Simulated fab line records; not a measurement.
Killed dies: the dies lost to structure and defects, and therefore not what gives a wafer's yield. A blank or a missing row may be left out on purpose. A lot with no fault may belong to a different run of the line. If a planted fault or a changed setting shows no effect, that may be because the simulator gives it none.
Check of tool commonality | flow nand_harc | Lots sampled 11, wafers sampled 33

REASON FOR OPENING
At NHARC_P_ZERO_WELL_CD_MEAS_24 the reading cd_nm is flagged on 1 of 11 lots. No-fault wafers: 720.8 nm, standard deviation 2.
Rule: flag the lot when none of its wafers has a number, or when each of its wafers that has one lies beyond 4 standard deviations from that mean. All remaining lots are regarded as sound.

lot  | measured     | on        | cd_nm (nm), wafer by wafer | flag
L224 | day 2 08:44  | cd_sem-01 | 723.8 723.5 720.7          |
L225 | day 2 18:34  | cd_sem-03 | 719.1 721.5 722.8          |
L228 | day 4 00:37  | cd_sem-03 | 717.8 716.7 720.8          |
L232 | day 5 16:43  | cd_sem-02 | 721.6 719.6 720.3          |
L233 | day 6 02:28  | cd_sem-02 | 722.3 720.2 720.5          |
L234 | day 6 13:32  | cd_sem-03 | 709.4 702.3 706.8          | FLAGGED
L240 | day 9 00:35  | cd_sem-02 | 722.2 721.0 721.5          |
L243 | day 10 06:26 | cd_sem-02 | 719.3 719.9 723.2          |
L244 | day 10 16:24 | cd_sem-01 | 718.6 722.9 721.9          |
L245 | day 11 02:30 | cd_sem-03 | 719.8 719.7 723.2          |
L246 | day 11 12:28 | cd_sem-01 | 717.3 721.0 721.6          |
The mean of the flagged lots' numbers is 706.2 nm, -14.6 nm from the usual (-7 standard deviations).

EACH LOT AND THE TOOL IT RAN ON
The record holds 2 process steps before the reading, out of a route of 1302 steps. Read each cell as the tool, then ch plus the chambers that the sampled wafers visited, then the start.
lot  | flag    | NHARC_P_ZERO_WELL_ETCH_63        | NHARC_P_ZERO_WELL_EXPOSE_21
L224 |         | rie_si-02 ch 0,3, day 2 07:39    | krf_scanner-01 ch 0, day 2 08:35
L225 |         | rie_si-02 ch 1,2, day 2 17:35    | krf_scanner-04 ch 0, day 2 18:24
L228 |         | rie_si-01 ch 1,2,3, day 3 23:43  | krf_scanner-01 ch 0, day 4 00:28
L232 |         | rie_si-01 ch 1,2, day 5 15:45    | krf_scanner-04 ch 0, day 5 16:34
L233 |         | rie_si-03 ch 0,3, day 6 01:32    | krf_scanner-03 ch 0, day 6 02:19
L234 | FLAGGED | rie_si-01 ch 0,1,3, day 6 12:39  | krf_scanner-01 ch 0, day 6 13:23
L240 |         | rie_si-01 ch 1,3, day 8 23:40    | krf_scanner-01 ch 0, day 9 00:25
L243 |         | rie_si-02 ch 0,2,3, day 10 05:40 | krf_scanner-01 ch 0, day 10 06:17
L244 |         | rie_si-03 ch 0,3, day 10 15:35   | krf_scanner-01 ch 0, day 10 16:15
L245 |         | rie_si-03 ch 0,3, day 11 01:42   | krf_scanner-01 ch 0, day 11 02:21
L246 |         | rie_si-03 ch 0,1,3, day 11 11:41 | krf_scanner-01 ch 0, day 11 12:19
What the steps here do:
- NHARC_P_ZERO_WELL_ETCH_63: etches the open film in HBr/Cl2, target depth 120 nm, time 40.1 s.
- NHARC_P_ZERO_WELL_EXPOSE_21: exposes mask P NWELL, target cd 720 nm.
- NHARC_P_ZERO_WELL_CD_MEAS_24: target cd 720 nm.

FLAGGED AGAINST TOTAL, ONE TOOL AT A TIME (gauges that did the reading follow at the end)
step                         | tool           | lots run | flagged | share of the flagged lots | sound lots run after its first flagged lot
NHARC_P_ZERO_WELL_ETCH_63    | rie_si-01      | 4        | 1       | all                       | 1 (L240)
NHARC_P_ZERO_WELL_ETCH_63    | rie_si-02      | 3        | 0       | none                      | -
NHARC_P_ZERO_WELL_ETCH_63    | rie_si-03      | 4        | 0       | none                      | -
NHARC_P_ZERO_WELL_EXPOSE_21  | krf_scanner-01 | 8        | 1       | all                       | 5 (L240,L243,L244,L245,L246)
NHARC_P_ZERO_WELL_EXPOSE_21  | krf_scanner-03 | 1        | 0       | none                      | -
NHARC_P_ZERO_WELL_EXPOSE_21  | krf_scanner-04 | 2        | 0       | none                      | -
NHARC_P_ZERO_WELL_CD_MEAS_24 | cd_sem-01      | 3        | 0       | none                      | -
NHARC_P_ZERO_WELL_CD_MEAS_24 | cd_sem-02      | 4        | 0       | none                      | -
NHARC_P_ZERO_WELL_CD_MEAS_24 | cd_sem-03      | 4        | 1       | all                       | 1 (L245)

WHAT THE TABLE ALLOWS
All flagged lots were run by 3 table rows, namely rie_si-01 at NHARC_P_ZERO_WELL_ETCH_63, krf_scanner-01 at NHARC_P_ZERO_WELL_EXPOSE_21, cd_sem-03 at NHARC_P_ZERO_WELL_CD_MEAS_24.
- rie_si-01 at NHARC_P_ZERO_WELL_ETCH_63 ran 4 lots, 1 of them flagged. Sound lots ran on it after the first flagged one (L240), which a lasting fault on the whole tool wouldn't allow.
- krf_scanner-01 at NHARC_P_ZERO_WELL_EXPOSE_21 ran 8 lots, 1 of them flagged. Sound lots ran on it after the first flagged one (L240, L243, L244, L245, L246), which a lasting fault on the whole tool wouldn't allow.
- cd_sem-03 at NHARC_P_ZERO_WELL_CD_MEAS_24 ran 4 lots, 1 of them flagged. Sound lots ran on it after the first flagged one (L245), which a lasting fault on the whole tool wouldn't allow.
None of the table's rows ran every flagged lot and, after the first, no sound lot.

WHAT THE SIMULATOR HAD PUT IN
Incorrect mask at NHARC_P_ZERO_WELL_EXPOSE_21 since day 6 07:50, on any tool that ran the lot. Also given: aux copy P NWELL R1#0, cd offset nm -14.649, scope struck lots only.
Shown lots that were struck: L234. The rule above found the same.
